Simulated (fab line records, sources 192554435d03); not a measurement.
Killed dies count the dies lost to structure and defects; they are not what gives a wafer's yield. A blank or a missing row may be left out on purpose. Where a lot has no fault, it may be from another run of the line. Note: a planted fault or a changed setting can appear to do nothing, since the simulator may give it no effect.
Chamber matching + flow n5-finfet + 4 sister chambers for N5_GATE_CUT_SAC_CAP_01 on ald-sin-04
The step material SiNx, target thk 24 nm, pulse time 1 s, ald cycles 480. 4 wafers are shown with their chamber, then 11 later ones without.

== WAFERS PAIRED WITH THEIR CHAMBERS ==
| wafer  | chamber | heater-power-w (W) |
|--------|---------|--------------------|
| L085.6 | 3       | 731                |
| L087.2 | 1       | 697                |
| L087.5 | 2       | 947                |
| L089.1 | 0       | 947                |

== WAFERS WITH NO CHAMBER GIVEN ==
| wafer  | heater-power-w (W) |
|--------|--------------------|
| L089.5 | 702                |
| L089.6 | 935                |
| L095.1 | 715                |
| L095.2 | 655                |
| L095.3 | 969                |
| L095.4 | 859                |
| L095.5 | 876                |
| L095.6 | 678                |
| L097.1 | 675                |
| L097.3 | 939                |
| L097.5 | 712                |

== THE CHAMBER EACH PASSED THROUGH ==
| wafer  | from the rows above               | in truth |
|--------|-----------------------------------|----------|
| L089.5 | can't be placed: 1 or 3           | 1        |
| L089.6 | can't be placed: 0 or 2           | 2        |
| L095.1 | can't be placed: 3 or 1           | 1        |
| L095.2 | can't be placed: 1 or 3           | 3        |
| L095.3 | can't be placed: 0 or 2           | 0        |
| L095.4 | can't be placed: 0 or 2 or 3 or 1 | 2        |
| L095.5 | can't be placed: 0 or 2 or 3      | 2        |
| L095.6 | can't be placed: 1 or 3           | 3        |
| L097.1 | can't be placed: 1 or 3           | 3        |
| L097.3 | can't be placed: 0 or 2           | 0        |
| L097.5 | can't be placed: 1 or 3           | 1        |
Correct placement for 0 of the 11. Unplaceable from these rows: 11, with the true chamber sitting among the candidates in 11. 0 placed wrongly.
How it was worked out, from the rows above alone: a wafer's distance from a chamber is the root of the sum, over the readings, of the square of ((its reading less the chamber's mean) divided by the reading's scatter). If the next closest chamber is less than 2 further off than the closest, the wafer can't be placed; otherwise it belongs to the closest. A chamber's mean is the mean of its shown wafers. The scatter (one wafer shown for each chamber): square how far every hidden wafer sits from the nearest shown wafer, average those squares and take the square root.
